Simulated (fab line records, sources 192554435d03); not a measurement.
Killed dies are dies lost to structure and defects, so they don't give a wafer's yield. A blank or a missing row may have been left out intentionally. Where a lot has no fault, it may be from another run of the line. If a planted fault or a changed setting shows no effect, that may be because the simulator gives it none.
Code-filled problem report in 8D (eight disciplines) form || flow n5Finfet || the parts of the form that need people (team, actions taken, sign-off) are left out

1. WHAT WENT WRONG
N5_PASSIVATION_PROBE_49, killed_at_M4_up: mean 113 over 1 wafer from 1 lot; wafers with no fault: 14, standard deviation 5.6. Relative to the usual mean, that is a shift of +18 standard deviations.
First seen on wafer L972.5, day 17 11:22, on prober-01. The record holds 3 wafers of 1 lot with a number at this step. Rule for "out" (also "out of limits"): further than 4 standard deviations from the usual mean. The other wafers with a number count as sound.

2. WHAT IT IS; WHAT IT IS NOT
{"question": "which readings at this step", "is": "killed_at_M4_up, defectLimitedYield, killedDies, sort_bin_5_function, sortNPass, sortYieldPct", "is not": "killed_at_M0_to_M3, killedAtContacts, killedAtFrontEnd, killedAtOther, killedOpen, killedShort, sort_bin_6_memory"}
{"question": "which lots", "is": "L972", "is not": "-"}
{"question": "which wafers of those lots", "is": "L972.5", "is not": "L972.3, L972.6"}
{"question": "read on which tools", "is": "prober-01", "is not": "-"}
{"question": "when", "is": "from day 17 11:22", "is not": "up to then (1 sound wafer); but 1 sound wafer of L972 came after"}

3. WHAT RULES OUT EACH SUSPECT
Counting: a tool at a process step up to the reading stays a suspect if it ran every lot that is out. Sound lots after the first of them don't rule it out here, since some wafers of a struck lot are sound.
- rieDiel-04 at N5_BEOL_M15_STRIP_62 (strips in O2): kept. It ran the lot that is out, L972 (day 16 13:37).
- rieDiel-02 at N5_MIM_TOP_ETCH_STRIP_01 (strips in O2): kept. It ran the lot that is out, L972 (day 17 00:00).
- prober-01 at N5_PASSIVATION_PROBE_49: kept. It ran the lot that is out, L972 (day 17 11:16). Its own readings are out on those wafers: defectLimitedYield, killed_at_M4_up, killedDies, sort_bin_5_function, sortNPass, sortYieldPct.
- rieDiel-04, N5_BEOL_M15_STRIP_62: wafers that are out in chamber 0, sound lot-mates in chambers 1, 2.
Left after counting: rieDiel-04 at N5_BEOL_M15_STRIP_62, rieDiel-02 at N5_MIM_TOP_ETCH_STRIP_01, prober-01 at N5_PASSIVATION_PROBE_49.

4. THE CAUSE (what the simulator had put in)
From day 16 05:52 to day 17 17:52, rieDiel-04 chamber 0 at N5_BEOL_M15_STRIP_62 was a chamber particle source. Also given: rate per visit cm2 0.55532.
Counting leaves 3 suspects; this tool is one of them.

5. THE EFFECT CHAIN, in route order
Each row: a reading whose mean over the struck wafers that have a number lies more than 3 standard deviations from the usual. Scope: only readings with a usual standard deviation given in the record; hours: median across lots of the time from each lot's start at the first step in this table that gives one to its start at this step; sigmas: change in usual standard deviations.
{"hours": 0, "step": "N5_PASSIVATION_PROBE_49", "reading": "defectLimitedYield", "usual": "91.2 %", "on struck wafers": 82.7, "change": -8.5, "sigmas": -6.1}
{"hours": 0, "step": "N5_PASSIVATION_PROBE_49", "reading": "killed_at_M4_up", "usual": 14, "on struck wafers": 113, "change": "+99", "sigmas": "+18"}
{"hours": 0, "step": "N5_PASSIVATION_PROBE_49", "reading": "killedDies", "usual": 103, "on struck wafers": 204, "change": "+101", "sigmas": "+5.9"}
{"hours": 0, "step": "N5_PASSIVATION_PROBE_49", "reading": "sort_bin_5_function", "usual": "5.1 %", "on struck wafers": 11.2, "change": "+6.1", "sigmas": "+6.9"}
{"hours": 0, "step": "N5_PASSIVATION_PROBE_49", "reading": "sortNPass", "usual": 1077, "on struck wafers": 976, "change": -101, "sigmas": -5.9}
{"hours": 0, "step": "N5_PASSIVATION_PROBE_49", "reading": "sortYieldPct", "usual": "91.2 %", "on struck wafers": 82.7, "change": -8.5, "sigmas": -6.1}
Here are the process steps it includes:
- N5_PASSIVATION_PROBE_49

6. WHAT WOULD HAVE CAUGHT IT SOONER
In this record no reading fell out of limits until day 17 11:22, 30 hours after the fault had begun at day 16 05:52.
Tool readings at N5_BEOL_M15_STRIP_62 with a usual standard deviation given in the record: none out on any struck wafer, hence no alarm at a limit of 4 standard deviations on them.
By day 17 11:22, every lot that is out (1) had started N5_BEOL_M15_STRIP_62 on rieDiel-04. Tool hold at that time: it would have spared none of them.
